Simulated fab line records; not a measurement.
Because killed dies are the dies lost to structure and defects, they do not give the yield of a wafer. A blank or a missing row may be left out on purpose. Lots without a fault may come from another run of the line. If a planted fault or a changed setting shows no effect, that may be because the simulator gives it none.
One fault through the eyes of 3 desks -- flow nandHarc -- what lay behind the numbers comes last; until then each desk has only its own

## AT THE METROLOGY DESK
Lot by lot, what the gauges showed, no matter which tool ran the lot: averages of those sampled wafers that carry a number. Marked OUT: a lot whose mean sits more than 4 standard deviations from the usual mean, which makes it out of limits; the brackets give that distance.
Columns: A = thkNm at NHARC_A_ONON_D1_THK_MEAS_27, usual 997 nm; B = cdNm at NHARC_A_CHANNEL_HOLE_D1_CD_MEAS_18, usual 101 nm
lot,first seen here,A,B
L450,day 8 20:26,1004,101
L452,day 9 17:37,1007,99
L453,day 9 23:47,996,103
L455,day 10 18:04,999,102
L456,day 11 06:38,990,98
L457,day 11 17:01,1007,104
L458,day 12 10:20,1008,98
L459,day 12 15:41,977,97
L460,day 12 15:41,993,103
L462,day 13 15:19,987,99
L464,day 14 12:38,999,102
L465,day 15 00:42,991,102
L472,day 18 02:39,992,99
This desk found nothing out of limits on any of the 13 lots.

## DESK OF THE TOOL OWNER: rieDiel-01
The tool's own readings at NHARC_A_CHANNEL_HOLE_D1_ETCH_16 (etches the open film in O2/COS, target depth 3100 nm, time 806 s): means of the sampled wafers that have a number, for each lot that ran on this tool. Marked OUT: a lot whose mean sits more than 4 standard deviations from the usual mean, which makes it out of limits; the brackets give that distance.
Columns: A = drypumpMotorCurrentA at NHARC_A_CHANNEL_HOLE_D1_ETCH_16, usual 5.6 A; B = o2FlowSccm at NHARC_A_CHANNEL_HOLE_D1_ETCH_16, usual 400.2 sccm; C = oesProductAu at NHARC_A_CHANNEL_HOLE_D1_ETCH_16, usual 1.003 a.u.; D = rfVppV at NHARC_A_CHANNEL_HOLE_D1_ETCH_16, usual 313.9 V; E = showerheadPlenumPTorr at NHARC_A_CHANNEL_HOLE_D1_ETCH_16, usual 3.11 Torr; F = throttleValvePct at NHARC_A_CHANNEL_HOLE_D1_ETCH_16, usual 28.328 %
lot,first seen here,A,B,C,D,E,F
L450,day 9 08:10,5.7,399.6,0.999,314.7,3.10,28.327
L452,day 9 22:12,5.3,401.8,0.995,314.0,3.08,28.330
L453,day 10 04:20,5.4,399.8,0.995,314.0,3.14,28.327
L455,day 10 22:35,5.7,400.8,1.011,314.2,3.16,28.327
L456,day 11 18:10,5.3,400.1,1.006,314.6,3.19,28.331
L457,day 12 02:23,6.1,400.2,1.016,313.1,3.06,28.324
L458,day 12 14:52,5.3,400.8,1.003,313.7,3.08,28.326
L459,day 12 20:12,6.0,399.5,1.023,313.5,3.11,28.326
L464,day 14 19:04,6.0,399.2,0.879 (-8.2) OUT,312.8,3.00,28.338
L465,day 15 09:16,5.7,401.3,0.941 (-4.1) OUT,315.1,3.15,28.332
This desk's verdict: out of limits on L464, L465, starting with L464 at day 14 19:04 (oesProductAu at NHARC_A_CHANNEL_HOLE_D1_ETCH_16). L450, L452, L453, L455, L456, L457, L458, L459: within limits.

## THE DEFECT DESK
Inspection counts along the route, by lot: the mean over sampled wafers that carry a number. Marked OUT: a lot whose mean sits more than 4 standard deviations from the usual mean, which makes it out of limits; the brackets give that distance.
Columns: A = rawDefectCount at NHARC_A_ONON_D1_INSPECT_32, usual 74
lot,first seen here,A
L450,day 8 21:44,69
L452,day 9 18:47,50
L453,day 10 00:54,69
L455,day 10 19:10,70
L456,day 11 07:53,50
L457,day 11 18:07,85
L458,day 12 11:26,63
L460,day 12 16:47,86
L459,day 12 16:49,137
L462,day 13 16:25,88
L464,day 14 13:53,91
L465,day 15 01:49,62
L472,day 18 03:46,41
This desk found nothing out of limits on any of the 13 lots.

## TAKEN TOGETHER
The tool owner's desk could have raised an alarm at day 14 19:04, on L464, L465.
Metrology desk: nothing out of limits seen.
Nothing out of limits was seen by the defect desk.
The metrology desk holds a record of L464, L465, inside its limits.
The defect desk has L464, L465 on record, within its limits.
Every lot named ran NHARC_A_CHANNEL_HOLE_D1_ETCH_16 on rieDiel-01.

## WHAT THE SIMULATOR HAD PUT IN
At NHARC_A_CHANNEL_HOLE_D1_ETCH_16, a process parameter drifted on rieDiel-01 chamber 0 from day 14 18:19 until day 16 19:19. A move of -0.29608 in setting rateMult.
Lots struck among those shown: L464, L465.
Each desk's first reading out of limits, in hours after the fault started: the tool owner's desk, 1.
